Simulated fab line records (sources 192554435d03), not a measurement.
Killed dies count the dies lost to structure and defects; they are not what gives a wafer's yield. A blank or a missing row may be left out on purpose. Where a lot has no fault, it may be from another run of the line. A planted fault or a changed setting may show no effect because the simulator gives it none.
Matching of chambers :: flow n5 finfet :: rie diel-03 running N5_ZERO_LAYER_DESCUM_16: 4 sister chambers
The step chemistry O2, time 7.9 s. 4 wafers are shown with their chamber, then 7 later ones without.

== EACH WAFER AND ITS CHAMBER ==
wafer: L086.2
chamber: 2
showerhead plenum p Torr (Torr): 2.10

wafer: L086.3
chamber: 3
showerhead plenum p Torr (Torr): 2.15

wafer: L089.3
chamber: 0
showerhead plenum p Torr (Torr): 2.02

wafer: L089.5
chamber: 1
showerhead plenum p Torr (Torr): 2.19

== WAFERS WHOSE CHAMBER IS MISSING ==
wafer: L089.6
showerhead plenum p Torr (Torr): 2.02

wafer: L092.1
showerhead plenum p Torr (Torr): 2.19

wafer: L092.4
showerhead plenum p Torr (Torr): 2.15

wafer: L092.6
showerhead plenum p Torr (Torr): 2.02

wafer: L096.2
showerhead plenum p Torr (Torr): 2.15

wafer: L096.4
showerhead plenum p Torr (Torr): 2.09

wafer: L096.5
showerhead plenum p Torr (Torr): 2.19

== CHAMBER TAKEN BY EACH ==
wafer: L089.6
from the rows above: 0
in truth: 0

wafer: L092.1
from the rows above: 1
in truth: 1

wafer: L092.4
from the rows above: 3
in truth: 3

wafer: L092.6
from the rows above: 0
in truth: 0

wafer: L096.2
from the rows above: 3
in truth: 3

wafer: L096.4
from the rows above: 2
in truth: 2

wafer: L096.5
from the rows above: 1
in truth: 1
Correctly placed: 7 of 7. From these rows, 0 cannot be placed. Placed wrongly: 0.
How it was worked out, from the rows above alone: a wafer's distance from a chamber is the root of the sum, over the readings, of the square of ((its reading less the chamber's mean) divided by the reading's scatter). If the next closest chamber is less than 2 further off than the closest, the wafer can't be placed; otherwise it belongs to the closest. The mean given for a chamber averages the wafers shown for that chamber. The scatter (one wafer shown for each chamber): square how far every hidden wafer sits from the nearest shown wafer, average those squares and take the square root.
